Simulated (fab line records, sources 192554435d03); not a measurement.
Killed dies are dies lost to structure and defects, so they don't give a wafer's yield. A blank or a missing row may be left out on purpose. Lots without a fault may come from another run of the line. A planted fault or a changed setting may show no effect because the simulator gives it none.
Chamber matching | flow n5_finfet | N5_BEOL_M2_DEP_57 on pecvd-02: 3 sister chambers
The step deposits SiCN from 3MS/NH3, target thk 8 nm, time 14 s. 3 wafers are shown with their chamber, then 11 later ones without.

WAFERS WITH THEIR CHAMBER
wafer  | chamber | showerhead_plenum_p_Torr (Torr)
L082.5 | 2       | 3.652
L088.3 | 1       | 3.671
L091.1 | 0       | 3.654

WAFERS WITHOUT THEIR CHAMBER
wafer  | showerhead_plenum_p_Torr (Torr)
L091.5 | 3.672
L091.6 | 3.655
L093.1 | 3.656
L093.2 | 3.671
L093.4 | 3.660
L096.2 | 3.661
L096.4 | 3.652
L096.6 | 3.672
L097.3 | 3.662
L097.4 | 3.671
L097.5 | 3.665

WHICH CHAMBER EACH WENT THROUGH
wafer  | from the rows above          | in truth
L091.5 | 1                            | 1
L091.6 | can't be placed: 0 or 2      | 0
L093.1 | can't be placed: 0 or 2      | 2
L093.2 | 1                            | 1
L093.4 | can't be placed: 0 or 2 or 1 | 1
L096.2 | can't be placed: 0 or 2 or 1 | 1
L096.4 | can't be placed: 2 or 0      | 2
L096.6 | 1                            | 1
L097.3 | can't be placed: 0 or 1 or 2 | 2
L097.4 | 1                            | 1
L097.5 | can't be placed: 1 or 0 or 2 | 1
Placed correctly: 4 of 11. Can't be placed from these rows: 7 (the true chamber is among the candidates in 7). Placed wrongly: 0.
How it was worked out, from the rows above alone: a wafer's distance from a chamber is the root of the sum, over the readings, of the square of ((its reading less the chamber's mean) divided by the reading's scatter). The wafer belongs to the nearest chamber; if the next one is less than 2 further off, it can't be placed. A chamber's mean is the mean of its shown wafers. The scatter: with one shown wafer a chamber, the root of the mean of the squares of how far each hidden wafer lies from its nearest shown one.
